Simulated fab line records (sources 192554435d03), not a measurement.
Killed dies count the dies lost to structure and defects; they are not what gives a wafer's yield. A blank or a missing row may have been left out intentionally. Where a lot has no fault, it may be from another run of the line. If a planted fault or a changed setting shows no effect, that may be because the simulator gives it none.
Which tool did it? + flow n5-finfet + 26 wafers from 10 lots sampled at 6 of the route's 1938 steps

== WHAT THE GAUGES READ, wafer by wafer ==
N5_BEOL_M4_RC_MEAS_101. Usual: DIBL_N 37.5 mV/V, standard deviation 2.5; DIBL_P 38 mV/V, standard deviation 3.1; IOFF_N 0.19 nA/um, standard deviation 0.059; IOFF_P 0.24 nA/um, standard deviation 0.061; ION_N 679 uA/um, standard deviation 16; ION_P 465 uA/um, standard deviation 9.8; SS_N 72.0 mV/dec, standard deviation 0.8; SS_P 73.7 mV/dec, standard deviation 0.86; VT_N 248 mV, standard deviation 4.5; VT_P -249 mV, standard deviation 3.5.
| lot  | measured     | on        | DIBL_N (mV/V)  | DIBL_P (mV/V) | IOFF_N (nA/um) | IOFF_P (nA/um) | ION_N (uA/um) | ION_P (uA/um) | SS_N (mV/dec)  | SS_P (mV/dec)  | VT_N (mV)   | VT_P (mV)      | flag |
|------|--------------|-----------|----------------|---------------|----------------|----------------|---------------|---------------|----------------|----------------|-------------|----------------|------|
| L462 | day 8 02:04  | prober-02 | 37.3 37.3 37.4 | 38 40 38      | 0.18 0.19 0.18 | 0.23 0.27 0.22 | 677 675 676   | 459 465 460   | 72.0 72.5 72.6 | 73.5 74.2 73.8 | 250 248 255 | -250 -248 -252 |      |
| L463 | day 8 11:52  | prober-02 | 37.4 35.7      | 40 38         | 0.18 0.14      | 0.24 0.19      | 675 666       | 466 463       | 71.5 71.5      | 73.8 73.9      | 248 254     | -248 -252      |      |
| L466 | day 8 23:56  | prober-02 | 31.0 33.5 33.7 | 28 33 35      | 0.08 0.12 0.13 | 0.12 0.18 0.19 | 644 679 672   | 452 467 462   | 70.6 69.8 70.2 | 70.8 72.5 73.0 | 259 253 250 | -255 -251 -250 |      |
| L467 | day 9 23:35  | prober-01 | 33.7 37.1 41.1 | 34 39 44      | 0.12 0.18 0.31 | 0.17 0.23 0.34 | 662 677 705   | 453 464 477   | 71.2 71.8 73.1 | 72.9 73.8 75.8 | 255 249 244 | -252 -246 -245 |      |
| L469 | day 10 21:11 | prober-01 | 34.4 38.7 37.1 | 35 39 37      | 0.10 0.18 0.14 | 0.16 0.24 0.20 | 657 673 651   | 453 467 452   | 70.8 71.8 71.5 | 73.2 74.1 73.1 | 260 247 252 | -253 -249 -251 |      |
| L474 | day 11 17:02 | prober-02 | 37.5 36.4 36.5 | 37 34 35      | 0.20 0.16 0.18 | 0.30 0.23 0.26 | 706 689 684   | 489 470 479   | 70.9 72.0 71.7 | 73.4 72.9 72.7 | 242 249 249 | -244 -248 -244 |      |
| L478 | day 12 19:31 | prober-01 | 40.7 38.4      | 41 37         | 0.24 0.19      | 0.26 0.20      | 697 664       | 471 453       | 72.1 72.4      | 74.2 73.8      | 243 251     | -248 -255      |      |
| L479 | day 12 20:21 | prober-02 | 36.0 39.9      | 35 40         | 0.14 0.24      | 0.20 0.28      | 668 696       | 459 475       | 71.2 71.8      | 73.8 74.1      | 251 244     | -250 -246      |      |
| L480 | day 13 00:09 | prober-02 | 37.6 35.7      | 37 34         | 0.19 0.16      | 0.24 0.21      | 683 667       | 463 462       | 72.1 71.5      | 73.9 73.3      | 249 249     | -249 -250      |      |
| L482 | day 13 22:26 | prober-01 | 38.6 39.0 39.9 | 42 39 41      | 0.21 0.20 0.23 | 0.29 0.23 0.26 | 685 676 687   | 475 455 466   | 72.0 71.8 72.2 | 74.4 74.7 74.6 | 247 247 245 | -249 -251 -249 |      |

== WHICH TOOL RAN EACH LOT (tool, then ch and the chambers of the sampled wafers, then the start) ==
| lot  | N5_BEOL_M3_SPUTTER_79        | N5_BEOL_M3_SPUTTER_88        | N5_BEOL_M3_ECD_50              | N5_BEOL_M3_CMP_52             | N5_BEOL_M3_PRE_CLEAN_60          |
|------|------------------------------|------------------------------|--------------------------------|-------------------------------|----------------------------------|
| L462 | pvd-sputter-03, day 7 11:24  | pvd-sputter-03, day 7 12:04  | ecd-cu-01 ch 0,1, day 7 13:05  | cmp-01 ch 0,1,2, day 7 13:26  | cvd-co-02 ch 0,1,2, day 7 14:24  |
| L463 | pvd-sputter-02, day 7 20:40  | pvd-sputter-02, day 7 21:19  | ecd-cu-01 ch 0, day 7 22:20    | cmp-03 ch 0,2, day 7 23:07    | cvd-co-02 ch 1,2, day 7 23:23    |
| L466 | pvd-sputter-01, day 8 10:26  | pvd-sputter-01, day 8 11:11  | ecd-cu-02 ch 0,1, day 8 12:18  | cmp-03 ch 0,1, day 8 12:41    | cvd-co-01 ch 0,1,2, day 8 13:03  |
| L467 | pvd-sputter-02, day 9 12:59  | pvd-sputter-02, day 9 13:38  | ecd-cu-01 ch 0,1, day 9 14:39  | cmp-03 ch 0,2,3, day 9 15:05  | cvd-co-01 ch 1,2, day 9 15:20    |
| L469 | pvd-sputter-02, day 10 01:31 | pvd-sputter-02, day 10 02:11 | ecd-cu-01 ch 0,1, day 10 03:10 | cmp-01 ch 2,3, day 10 03:42   | cvd-co-01 ch 0,1,2, day 10 04:02 |
| L474 | pvd-sputter-02, day 11 00:36 | pvd-sputter-02, day 11 01:16 | ecd-cu-01 ch 0,1, day 11 02:15 | cmp-01 ch 0,1,2, day 11 02:47 | cvd-co-02 ch 1,2, day 11 03:04   |
| L478 | pvd-sputter-01, day 11 15:38 | pvd-sputter-01, day 11 16:17 | ecd-cu-01 ch 0, day 11 17:17   | cmp-01 ch 1,3, day 11 17:44   | cvd-co-01 ch 0, day 11 18:00     |
| L479 | pvd-sputter-02, day 12 10:17 | pvd-sputter-02, day 12 10:57 | ecd-cu-01 ch 0, day 12 11:57   | cmp-03 ch 2,3, day 12 12:20   | cvd-co-02 ch 1,2, day 12 12:40   |
| L480 | pvd-sputter-01, day 12 10:47 | pvd-sputter-01, day 12 11:27 | ecd-cu-01 ch 0,1, day 12 12:28 | cmp-01 ch 1,2, day 12 12:50   | cvd-co-02 ch 0,2, day 12 13:10   |
| L482 | pvd-sputter-03, day 13 03:47 | pvd-sputter-03, day 13 04:26 | ecd-cu-02 ch 0,1, day 13 05:26 | cmp-03 ch 0,2,3, day 13 05:54 | cvd-co-02 ch 1,2, day 13 06:10   |
- N5_BEOL_M3_SPUTTER_79: material Cu, target thk 4.5 nm, time 8.29 s.
- N5_BEOL_M3_SPUTTER_88: material Cu, target thk 4.5 nm, time 8.29 s.
- N5_BEOL_M3_ECD_50: material Cu, target thk 300 nm.
- N5_BEOL_M3_CMP_52: polishes, stops on SiOC, t overpolish 6.8 s, target thk 40 nm.
- N5_BEOL_M3_PRE_CLEAN_60: time 15 s.

== AS READ BY THE TOOLS THEMSELVES (means over the sampled wafers that have a number; for cases with no such wafer, the mark the record gives instead) ==
N5_BEOL_M3_SPUTTER_79. Usual: chamber-pressure-pa 0.07001 Pa, standard deviation 0.00014; substrate-temp-c -20.00 C, standard deviation 0.095; throttle-valve-pct 30.0 %, standard deviation 1.1.
| lot  | tool           | chamber-pressure-pa (Pa) | substrate-temp-c (C) | throttle-valve-pct (%) | flag |
|------|----------------|--------------------------|----------------------|------------------------|------|
| L462 | pvd-sputter-03 | 0.06992                  | -19.90               | 28.6                   |      |
| L463 | pvd-sputter-02 | 0.07008                  | -19.99               | 30.6                   |      |
| L466 | pvd-sputter-01 | 0.07018                  | -19.96               | 30.1                   |      |
| L467 | pvd-sputter-02 | 0.06996                  | -20.07               | 29.9                   |      |
| L469 | pvd-sputter-02 | 0.07002                  | -20.01               | 29.6                   |      |
| L474 | pvd-sputter-02 | 0.06984                  | -19.98               | 29.3                   |      |
| L478 | pvd-sputter-01 | 0.07010                  | -20.09               | 31.1                   |      |
| L479 | pvd-sputter-02 | 0.07003                  | -20.02               | 29.2                   |      |
| L480 | pvd-sputter-01 | 0.06995                  | -19.98               | 30.3                   |      |
| L482 | pvd-sputter-03 | 0.07007                  | -20.03               | 30.0                   |      |

N5_BEOL_M3_SPUTTER_88. Usual: chamber-pressure-pa 0.07 Pa, standard deviation 0.00013; substrate-temp-c -19.99 C, standard deviation 0.1; throttle-valve-pct 29.9 %, standard deviation 1.1.
| lot  | tool           | chamber-pressure-pa (Pa) | substrate-temp-c (C) | throttle-valve-pct (%) | flag |
|------|----------------|--------------------------|----------------------|------------------------|------|
| L462 | pvd-sputter-03 | 0.07                     | -19.90               | 28.6                   |      |
| L463 | pvd-sputter-02 | 0.07                     | -19.91               | 30.6                   |      |
| L466 | pvd-sputter-01 | 0.07                     | -20.01               | 30.3                   |      |
| L467 | pvd-sputter-02 | 0.07                     | -19.94               | 29.9                   |      |
| L469 | pvd-sputter-02 | 0.07                     | -20.07               | 29.5                   |      |
| L474 | pvd-sputter-02 | 0.07                     | -20.05               | 29.3                   |      |
| L478 | pvd-sputter-01 | 0.07                     | -19.91               | 31.2                   |      |
| L479 | pvd-sputter-02 | 0.07                     | -19.97               | 29.3                   |      |
| L480 | pvd-sputter-01 | 0.07                     | -19.97               | 30.3                   |      |
| L482 | pvd-sputter-03 | 0.07                     | -19.92               | 30.1                   |      |

N5_BEOL_M3_CMP_52. Usual: clearing-platen-rpm 50.003 rpm, standard deviation 0.028; motor-current-A 5.9 A, standard deviation 0.65; slurry-filter-dp-kPa 13.50 kPa, standard deviation 0.14; time-to-endpoint-s 62 s, standard deviation 4.1.
| lot  | tool   | clearing-platen-rpm (rpm) | motor-current-A (A) | slurry-filter-dp-kPa (kPa) | time-to-endpoint-s (s) | flag |
|------|--------|---------------------------|---------------------|----------------------------|------------------------|------|
| L462 | cmp-01 | 50.012                    | 5.4                 | 13.42                      | 58                     |      |
| L463 | cmp-03 | 49.969                    | 7.0                 | 13.29                      | 64                     |      |
| L466 | cmp-03 | 50.019                    | 5.7                 | 13.44                      | 63                     |      |
| L467 | cmp-03 | 49.998                    | 6.2                 | 13.52                      | 62                     |      |
| L469 | cmp-01 | 50.034                    | 5.7                 | 13.42                      | 57                     |      |
| L474 | cmp-01 | 49.992                    | 5.7                 | 13.48                      | 59                     |      |
| L478 | cmp-01 | 50.005                    | 5.7                 | 13.53                      | 82                     | OFF  |
| L479 | cmp-03 | 50.010                    | 6.4                 | 13.38                      | 79                     | OFF  |
| L480 | cmp-01 | 49.992                    | 5.3                 | 13.58                      | 82                     | OFF  |
| L482 | cmp-03 | 50.015                    | 6.3                 | 13.52                      | 63                     |      |

N5_BEOL_M3_PRE_CLEAN_60. Usual: heater-power-w at 88 W, with a standard deviation of 22.
| lot  | tool      | heater-power-w (W) | flag |
|------|-----------|--------------------|------|
| L462 | cvd-co-02 | 71                 |      |
| L463 | cvd-co-02 | 75                 |      |
| L466 | cvd-co-01 | 109                |      |
| L467 | cvd-co-01 | 114                |      |
| L469 | cvd-co-01 | 109                |      |
| L474 | cvd-co-02 | 74                 |      |
| L478 | cvd-co-01 | 88                 |      |
| L479 | cvd-co-02 | 75                 |      |
| L480 | cvd-co-02 | 71                 |      |
| L482 | cvd-co-02 | 74                 |      |

== THE ANSWER, worked out from the rows above alone ==
Rule: lot off if the mean of its wafers having a number is beyond 3 standard deviations from the usual mean. A lot without any number at a reading at which 4 lots or more have one is off too. Where the step has rows for the other lots, those lots are counted as sound. Order of review: gauges by route order, followed by the tools' own readings, for which a lot's mean as printed above is used. At the first step where some lot is off, the reading lying furthest off is the one used; lots without a number count as furthest.
Off at N5_BEOL_M3_CMP_52 (time-to-endpoint-s): L478, L479, L480.
If a tool, at that step or one of the process steps before it, ran each lot that is off and ran no sound lot following the first of them, it fits. One fits: ecd-cu-01 at N5_BEOL_M3_ECD_50. A fault onset in the window from L474 (day 11 02:15, its last sound lot) to L478 (day 11 17:17, its first lot off) fits.

== WHAT THE SIMULATOR HAD INSERTED ==
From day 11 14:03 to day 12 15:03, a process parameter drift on ecd-cu-01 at N5_BEOL_M3_ECD_50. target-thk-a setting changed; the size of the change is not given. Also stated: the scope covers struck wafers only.
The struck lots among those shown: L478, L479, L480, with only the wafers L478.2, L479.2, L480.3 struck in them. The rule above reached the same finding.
